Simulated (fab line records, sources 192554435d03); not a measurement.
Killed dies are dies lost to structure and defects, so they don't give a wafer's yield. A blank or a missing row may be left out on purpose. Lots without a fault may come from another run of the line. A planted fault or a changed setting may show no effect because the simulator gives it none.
Which tool did it? | flow n5_finfet | 11 lots, 30 wafers sampled, at 5 steps of a route of 1938

WHAT THE GAUGES READ, wafer by wafer
N5_BEOL_M0_SAQP_OVL_MEAS_15.
lot  | measured     | on         | M0_CORE_OVL (nm)
L396 | day 5 19:56  | overlay-02 | -1.2 0.4 -1.9
L397 | day 6 04:22  | overlay-01 | -1.2 -1.1 0.0
L399 | day 6 14:57  | overlay-02 | 0.2 -0.4 -1.1
L402 | day 7 04:59  | overlay-02 | -0.6 0.2 0.7
L408 | day 8 20:54  | overlay-01 | -1.3 -1.6 -1.7
L411 | day 9 17:09  | overlay-01 | -1.1 -0.6
L412 | day 9 20:26  | overlay-01 | 0.3 -0.4
L413 | day 9 23:22  | overlay-02 | -0.6 -0.5
L414 | day 10 07:34 | overlay-02 | -0.4 -1.1 -0.7
L416 | day 10 18:36 | overlay-02 | 0.5 -0.9 -1.0
L417 | day 11 02:40 | overlay-02 | 0.7 0.1 0.6

N5_BEOL_M0_SAQP_INSPECT_16: inspects for defects (brightfield).
lot  | measured     | on                | raw_defect_count
L396 | day 5 19:58  | defect_inspect-01 | 629 716 552
L397 | day 6 04:23  | defect_inspect-01 | 590 507 507
L399 | day 6 14:58  | defect_inspect-02 | 538 407 455
L402 | day 7 05:01  | defect_inspect-02 | 391 430 398
L408 | day 8 20:55  | defect_inspect-02 | 659 466 326
L411 | day 9 17:11  | defect_inspect-01 | 609 370
L412 | day 9 20:27  | defect_inspect-01 | 993 740
L413 | day 9 23:23  | defect_inspect-02 | 681 820
L414 | day 10 07:35 | defect_inspect-02 | 573 814 607
L416 | day 10 18:38 | defect_inspect-02 | 390 541 428
L417 | day 11 02:41 | defect_inspect-02 | 537 735 585

N5_BEOL_M4_RC_MEAS_101.
lot  | measured     | on        | DIBL_N (mV/V)  | DIBL_P (mV/V)  | IOFF_N (nA/um) | IOFF_P (nA/um) | ION_N (uA/um) | ION_P (uA/um) | SS_N (mV/dec)  | SS_P (mV/dec)  | VT_N (mV)   | VT_P (mV)
L396 | day 8 03:50  | prober-01 | 39.8 37.9 39.4 | 37.1 35.5 36.5 | 0.20 0.17 0.19 | 0.26 0.24 0.25 | 678 679 666   | 469 473 460   | 72.1 71.9 72.7 | 73.7 73.5 73.9 | 249 247 247 | -245 -246 -246
L397 | day 8 11:43  | prober-02 | 35.4 36.8 38.4 | 36.4 37.3 40.0 | 0.17 0.20 0.23 | 0.22 0.23 0.28 | 661 678 680   | 459 460 461   | 72.0 72.4 72.7 | 74.1 74.3 74.9 | 250 245 243 | -251 -250 -248
L399 | day 8 17:33  | prober-01 | 39.1 34.7 33.8 | 39.6 33.7 33.0 | 0.20 0.13 0.11 | 0.25 0.17 0.15 | 683 654 656   | 458 451 454   | 72.3 71.3 70.9 | 74.0 72.3 72.3 | 249 252 252 | -247 -252 -255
L402 | day 9 20:33  | prober-02 | 38.0 39.1 40.2 | 36.7 37.5 38.5 | 0.17 0.18 0.21 | 0.23 0.24 0.26 | 659 674 673   | 459 465 461   | 72.0 72.2 72.8 | 73.5 73.8 73.4 | 249 248 245 | -247 -248 -247
L408 | day 11 02:44 | prober-01 | 40.5 42.0 40.0 | 39.9 42.1 37.6 | 0.23 0.27 0.20 | 0.26 0.30 0.21 | 696 694 666   | 469 470 452   | 72.1 73.8 73.2 | 74.7 74.8 73.8 | 244 246 249 | -249 -244 -251
L411 | day 12 03:55 | prober-01 | 34.9 40.3      | 32.9 40.3      | 0.12 0.23      | 0.14 0.26      | 655 696       | 446 465       | 71.3 72.1      | 72.5 75.3      | 257 245     | -259 -249
L412 | day 12 08:22 | prober-02 | 32.8 33.8      | 32.3 34.7      | 0.12 0.15      | 0.17 0.21      | 668 684       | 464 470       | 70.8 71.4      | 73.3 73.4      | 254 248     | -250 -248
L413 | day 12 11:01 | prober-02 | 34.1 36.6      | 35.0 37.4      | 0.13 0.18      | 0.18 0.21      | 680 669       | 464 456       | 71.4 72.4      | 72.3 73.0      | 249 249     | -251 -252
L414 | day 12 15:39 | prober-01 | 37.1 36.6 35.7 | 38.6 35.5 35.3 | 0.14 0.13 0.12 | 0.21 0.16 0.16 | 657 653 648   | 457 443 447   | 71.7 71.6 71.1 | 74.2 73.5 72.5 | 252 254 255 | -251 -257 -254
L416 | day 13 02:57 | prober-01 | 37.2 33.6 34.7 | 35.3 32.8 33.9 | 0.16 0.12 0.14 | 0.24 0.21 0.21 | 658 666 667   | 456 468 469   | 72.2 70.6 70.3 | 73.5 72.2 72.7 | 251 255 247 | -246 -249 -246
L417 | day 13 11:47 | prober-01 | 36.2 36.7 34.0 | 34.9 35.4 31.1 | 0.14 0.14 0.10 | 0.17 0.19 0.13 | 672 673 659   | 461 463 451   | 71.9 71.5 70.7 | 72.5 73.0 71.5 | 251 250 254 | -255 -253 -258

WHICH TOOL RAN EACH LOT (tool, then ch and the chambers of the sampled wafers, then the start)
lot  | N5_BEOL_M0_SAQP_COAT_105          | N5_BEOL_M0_SAQP_SPACER2_ALD_26
L396 | litho_track-01 ch 0, day 5 22:12  | ald_sin-01 ch 0,2,3, day 5 22:51
L397 | litho_track-01 ch 0, day 6 06:44  | ald_sin-01 ch 1,2, day 6 07:14
L399 | litho_track-01 ch 0, day 6 17:26  | ald_sin-01 ch 0,2,3, day 6 17:49
L402 | litho_track-01 ch 0, day 7 07:24  | ald_sin-02 ch 2,3, day 7 07:46
L408 | litho_track-05 ch 0, day 9 00:07  | ald_sin-03 ch 1,3, day 9 00:44
L411 | litho_track-01 ch 0, day 9 19:38  | ald_sin-03 ch 0,1, day 9 20:15
L412 | litho_track-05 ch 0, day 9 23:07  | ald_sin-02 ch 1,2, day 10 00:54
L413 | litho_track-05 ch 0, day 10 02:35 | ald_sin-01 ch 0,1, day 10 02:57
L414 | litho_track-01 ch 0, day 10 10:52 | ald_sin-01 ch 0,2,3, day 10 11:14
L416 | litho_track-01 ch 0, day 10 20:54 | ald_sin-01 ch 1,2,3, day 10 21:16
L417 | litho_track-05 ch 0, day 11 05:11 | ald_sin-03 ch 1,2,3, day 11 05:40
- N5_BEOL_M0_SAQP_COAT_105: time 60 s, resist thk 100 nm.
- N5_BEOL_M0_SAQP_SPACER2_ALD_26: deposits SiO2, target thk 15 nm, pulse time 1 s, purge time 2 s.

WHAT THE TOOLS THEMSELVES READ (means of the sampled wafers that have a number; where no wafer has one, the mark that the record gives instead)
N5_BEOL_M0_SAQP_COAT_105.
lot  | tool           | spin_speed_rpm (rpm)
L396 | litho_track-01 | 1499.6
L397 | litho_track-01 | 1499.6
L399 | litho_track-01 | 1558.8
L402 | litho_track-01 | 1558.2
L408 | litho_track-05 | 1500.5
L411 | litho_track-01 | 1500.2
L412 | litho_track-05 | 1501.0
L413 | litho_track-05 | 1499.8
L414 | litho_track-01 | 1499.1
L416 | litho_track-01 | 1500.2
L417 | litho_track-05 | 1500.0

N5_BEOL_M0_SAQP_SPACER2_ALD_26.
lot  | tool       | chamber_pressure_Torr (Torr) | heater_power_w (W) | precursor_pulse_height_rel | susceptor_temp_C (C)
L396 | ald_sin-01 | 1.999                        | 455                | 1.004                      | 299.96
L397 | ald_sin-01 | 1.996                        | 505                | 1.015                      | 300.01
L399 | ald_sin-01 | 1.998                        | 458                | 1.007                      | 299.81
L402 | ald_sin-02 | 2.003                        | 419                | 0.994                      | 299.92
L408 | ald_sin-03 | 2.006                        | 456                | 1.016                      | 299.97
L411 | ald_sin-03 | 2.002                        | 450                | 0.993                      | 299.88
L412 | ald_sin-02 | 1.999                        | 402                | 0.984                      | 299.98
L413 | ald_sin-01 | 2.002                        | 394                | 1.013                      | 300.04
L414 | ald_sin-01 | 1.997                        | 458                | 1.001                      | 299.93
L416 | ald_sin-01 | 1.999                        | 453                | 1.017                      | 299.91
L417 | ald_sin-03 | 2.001                        | 466                | 0.994                      | 299.89

THE ANSWER, worked out from the rows above alone
Rule: what is usual is taken from the lots themselves. Put in order of their means at a reading, lots are off if they are a third of the lots or fewer, leave a main group of 4 or more, and stand apart from it by a gap of 3 or more times the standard deviation of the main group's means; of several such gaps the widest counts. A main group whose means are all the same, to the digits that the tables above print for the reading, isn't used. A lot without any number at a reading at which 4 lots or more have one is off too. The other lots that the step has rows for count as sound. The gauges are gone through in route order, then the tools' own readings, and for those a lot's mean is taken as printed above. The first step at which some lot is off is used, and at that step the reading that is off furthest; a lot without a number counts as furthest.
Off: L399, L402, at N5_BEOL_M0_SAQP_COAT_105 (spin_speed_rpm). The main group: mean 1500.0 rpm, standard deviation 0.53.
A tool fits if, at that step or a process step before it, it ran every lot that is off, and no sound lot after the first of them. None of those tried fits.

WHAT THE SIMULATOR HAD PUT IN
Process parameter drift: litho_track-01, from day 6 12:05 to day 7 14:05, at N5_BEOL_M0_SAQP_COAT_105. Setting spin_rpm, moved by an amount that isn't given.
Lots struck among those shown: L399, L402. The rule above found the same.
